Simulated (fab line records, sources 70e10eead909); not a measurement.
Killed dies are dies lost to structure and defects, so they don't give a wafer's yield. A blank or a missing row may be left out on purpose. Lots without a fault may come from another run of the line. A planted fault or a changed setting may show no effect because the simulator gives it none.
A struck lot beside a sound one | flow nand_harc | 14 steps out of a route of 1159
Sound: wafers L756.2, L756.3, L756.4. Struck: wafers L765.3, L765.4. (L765.2 of the same lot was not struck and is left out.) The cause comes at the end.
At each step with rows: each side's tool, then ch and its chambers, then its first start. Under that, the readings that differ: sound wafers | struck wafers | difference of the means | sigmas: that difference in standard deviations of wafers without a fault.
alike: readings whose means differ by less than 2 such deviations, and words and numbers that are the same on both sides. not compared: withheld readings, readings that some wafer has no value for, bounds like >300 that may hide the same value, and numbers for which the record gives no deviation and whose values overlap.
The two part at a step that has a row with sigmas, a row that says differs or no value, or rows on one side only. Numbers that don't overlap but have no deviation are shown without sigmas and don't part them. A reading that every wafer of one side lacks parts them only if that side has two wafers or more.

first, 1 step without rows for these wafers: NHARC_A_ONON_D1_DEP_12 (target thk 1000 nm).
NHARC_A_ONON_D1_THK_MEAS_14: measures by ellipsometry.
  sound on film_metro-01, day 9 14:08; struck on film_metro-02, day 11 17:17
  alike: thk_nm
then, 2 steps without rows for these wafers: NHARC_A_ONON_D1_ANNEAL_15 (time 3600 s); NHARC_A_ONON_D1_DEP_16 (target thk 1000 nm).
NHARC_A_ONON_D1_THK_MEAS_18: measures by ellipsometry.
  sound on film_metro-02, day 9 21:49; struck on film_metro-01, day 12 00:26
  reading     | sound          | struck    | difference | sigmas
  thk_nm (nm) | 1032 1032 1032 | 1002 1003 | -30        | -3
then, 1 step without rows for these wafers: NHARC_A_ONON_D1_DEP_19 (target thk 1000 nm).
NHARC_A_ONON_D1_THK_MEAS_21: measures by ellipsometry.
  sound on film_metro-02, day 9 22:23; struck on film_metro-02, day 12 01:00
  alike: thk_nm
then, 1 step without rows for these wafers: NHARC_A_ONON_D1_DEP_22 (target thk 1000 nm).
NHARC_A_ONON_D1_THK_MEAS_24: measures by ellipsometry.
  sound on film_metro-02, day 9 22:59; struck on film_metro-02, day 12 01:34
  reading     | sound          | struck  | difference | sigmas
  thk_nm (nm) | 1017 1015 1016 | 995 995 | -21        | -3
then, 1 step without rows for these wafers: NHARC_A_ONON_D1_DEP_25 (target thk 1000 nm).
NHARC_A_ONON_D1_THK_MEAS_27: measures by ellipsometry.
  sound on film_metro-02, day 9 23:33; struck on film_metro-01, day 12 02:08
  reading     | sound       | struck    | difference | sigmas
  thk_nm (nm) | 990 991 990 | 1018 1016 | +27        | +3
NHARC_A_ONON_D1_DEP_28: target thk 1000 nm.
  sound on pecvd_onon-03 ch 0, day 9 23:40; struck on pecvd_onon-03 ch 0, day 12 02:14
NHARC_A_ONON_D1_THK_MEAS_30: measures by ellipsometry.
  sound on film_metro-01, day 10 00:07; struck on film_metro-01, day 12 02:43
  reading     | sound          | struck    | difference | sigmas
  thk_nm (nm) | 1001 1000 1002 | 1038 1041 | +38        | +6
NHARC_A_ONON_D1_DEP_33: deposits SiO2, target thk 200 nm.
  sound on pecvd-04 ch 1,2, day 10 00:13; struck on pecvd-04 ch 0,2, day 12 02:46
  alike: chamber_pressure_Torr, flow_sccm, heater_power_outer_w, heater_power_w, throttle_valve_pct

WHERE THEY PART
First at NHARC_A_ONON_D1_THK_MEAS_18; last, within this record, at NHARC_A_ONON_D1_THK_MEAS_30. Later steps at which nothing parts them and some readings are alike: NHARC_A_ONON_D1_DEP_33.

WHY: what the simulator had put in
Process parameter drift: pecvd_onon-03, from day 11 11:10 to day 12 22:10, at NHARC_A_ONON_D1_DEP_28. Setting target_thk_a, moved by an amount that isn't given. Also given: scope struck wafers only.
